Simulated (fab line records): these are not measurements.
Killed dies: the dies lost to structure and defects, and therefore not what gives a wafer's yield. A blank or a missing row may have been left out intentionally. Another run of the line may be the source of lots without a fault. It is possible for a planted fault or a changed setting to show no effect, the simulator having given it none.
A struck lot beside a sound one | flow n5Finfet | 22 out of 1938 route steps
Sound: these wafers, L343.1, L343.4, L343.5. Wafers L337.3, L337.4, L337.6 were the ones struck. The cause is named last.
For every step that has rows: the tool of each side, followed by ch and its chambers, followed by its first start. Under that, the readings that differ: sound wafers | struck wafers | difference of the means | sigmas: that difference in standard deviations of wafers without a fault.
alike: readings with means less than 2 such deviations apart, plus words and numbers identical on both sides. not compared: withheld readings, readings lacking a value on some wafer, bounds such as >300 that could conceal the same value, and numbers that have no deviation in the record and whose values overlap.
Wherever a step has rows on one side only, a row that says differs or no value, or a row with sigmas, the two part there. Numbers that don't overlap but have no deviation are shown without sigmas and don't part them. Lack of a reading on every wafer of one side parts them only where that side has two or more wafers.

first, 7 steps without rows for these wafers: N5_BEOL_M3_COAT_73 (time 60 s, resist thk 5 nm); N5_BEOL_M3_COAT_05 (resist thk 30 nm); N5_BEOL_M3_EBR_07; N5_BEOL_M3_SOFTBAKE_06 (time 60 s); N5_BEOL_M3_EXPOSE_08 (exposes mask M3); N5_BEOL_M3_PEB_09 (peb time 60 s); N5_BEOL_M3_DEVELOP_10 (develop time 30 s).
N5_BEOL_M3_CD_MEAS_11: the cd target is 17.05 nm.
  sound on cdSem-02 ch 0, day 11 16:54; struck on cdSem-03 ch 0, day 9 22:50
  alike: cdNm
N5_BEOL_M3_OVL_MEAS_12:
  sound on overlay-01 ch 0, day 11 16:56; struck on overlay-02 ch 0, day 9 22:53
  alike: M3_OVL
N5_BEOL_M3_INSPECT_13: inspects for defects (brightfield).
  sound: defectInspect-02 at day 11 16:59; struck: defectInspect-01 at day 9 22:56
reading        | sound       | struck      | difference | sigmas
rawDefectCount | 239 351 364 | 454 789 442 | +244       | +3
N5_BEOL_M3_DESCUM_16: chemistry O2, time 7 s.
  sound on rieDiel-05 ch 0,1,2, day 11 17:01; struck on rieDiel-01 ch 1,2,3, day 9 23:06
  alike: drypumpMotorCurrentA, oesProductAu, rfFwdPowerW, rfVppV, showerheadPlenumPTorr, throttleValvePct
  not compared: rfHoursCounterH
N5_BEOL_M3_ETCH_74: etches underlayer in N2/H2, target depth 6.5 nm, time 5.2 s.
  sound on rieDiel-05 ch 0,1,2, day 11 17:03; struck on rieDiel-01 ch 1,2,3, day 9 23:08
  alike: biasW, chamberPressureMTorr, drypumpMotorCurrentA, etchRfOnTimeS, oesProductAu, rfFwdPowerW, rfVppV, showerheadPlenumPTorr, throttleValvePct
  not compared: rfHoursCounterH
N5_BEOL_M3_ETCH_63: etches SiARC in CF4, target depth 15.6 nm, time 26 s.
  sound on rieDiel-05 ch 0,1,2, day 11 17:04; struck on rieDiel-01 ch 1,2,3, day 9 23:09
  no value came back on the struck wafers for any of 9 readings (biasW (W), cf4FlowSccm (sccm) and others); on the sound wafers biasW (W) reads 36.06 36.04 36.04
reading                                     | sound        | struck         | difference | sigmas
model.CAR-EUV_of_BEOL_M3_COAT_05.thkNm (nm) | 11.2 11 11.4 | 20.4 20.4 20.4 | +9.2       | 
  not compared: rfHoursCounterH
N5_BEOL_M3_ETCH_64: etches SOC in N2/H2, target depth 75 nm, overetch 15 nm, time 112.5 s.
  sound on rieDiel-05 ch 0,1,2, day 11 17:06; struck on rieDiel-01 ch 1,2,3, day 9 23:11
reading             | sound          | struck         | difference | sigmas
oesProductAu (a.u.) | 0.58 0.76 0.66 | 0.27 0.27 0.29 | -0.39      | -6
  alike: biasW, chamberPressureMTorr, drypumpMotorCurrentA, rfFwdPowerW, rfVppV, showerheadPlenumPTorr, throttleValvePct
  not compared: rfHoursCounterH
then, 2 steps without rows for these wafers: N5_BEOL_M3_STRIP_65 (strips in N2/H2); N5_BEOL_M3_STRIP_75 (strips in N2/H2).
N5_BEOL_M3_STRIP_66: strips in CF4.
  sound on rieDiel-05 ch 0,1,2, day 11 17:14; struck on rieDiel-01 ch 1,2,3, day 9 23:19
  alike: drypumpMotorCurrentA, oesProductAu, rfFwdPowerW, rfVppV, showerheadPlenumPTorr, throttleValvePct
  not compared: rfHoursCounterH
N5_BEOL_M3_HM_OPEN_17: chemistry Cl2/BCl3, target TiN, target depth 20 nm, overetch 6 nm.
  sound on rieMetal-03 ch 0,1, day 11 17:16; struck on rieMetal-02 ch 0, day 9 23:25
reading                  | sound             | struck            | difference | sigmas
drypumpMotorCurrentA (A) | 4.7 4.8 4.7       | 6.4 6.4 6.4       | +1.7       | +3
oesProductAu (a.u.)      | 0.66 0.64 0.66    | 0.31 0.32 0.32    | -0.34      | -6
throttleValvePct (%)     | 22.12 22.37 22.12 | 22.85 22.84 22.85 | +0.64      | +3
  alike: biasW, rfFwdPowerW
  not compared: rfHoursCounterH
N5_BEOL_M3_STRIP_19: strips in O2.
  sound on rieDiel-01 ch 0,3, day 11 17:23; struck on rieDiel-01 ch 1,3, day 9 23:33
  alike: drypumpMotorCurrentA, oesProductAu, rfVppV, showerheadPlenumPTorr, throttleValvePct
  not compared: rfHoursCounterH
N5_BEOL_M3_CD_MEAS_18: pitch 36 nm, target cd 18 nm.
  sound: cdSem-02 at day 11 17:27; struck: cdSem-03 at day 9 23:37
reading   | sound             | struck | difference                    | sigmas
cdNm (nm) | 18.26 18.01 18.21 | - - -  | no value on the struck wafers | 
then, 1 step without rows for these wafers: N5_BEOL_M3_COAT_67 (time 60 s, resist thk 60 nm).
N5_BEOL_M4_RC_MEAS_101:
  the record has rows for the sound wafers here (prober-02 ch 0, day 12 12:40) and none for the struck ones

WHERE THEY PART
Earliest at N5_BEOL_M3_INSPECT_13; latest, in this record, at N5_BEOL_M4_RC_MEAS_101.

WHY: what had been put in by the simulator
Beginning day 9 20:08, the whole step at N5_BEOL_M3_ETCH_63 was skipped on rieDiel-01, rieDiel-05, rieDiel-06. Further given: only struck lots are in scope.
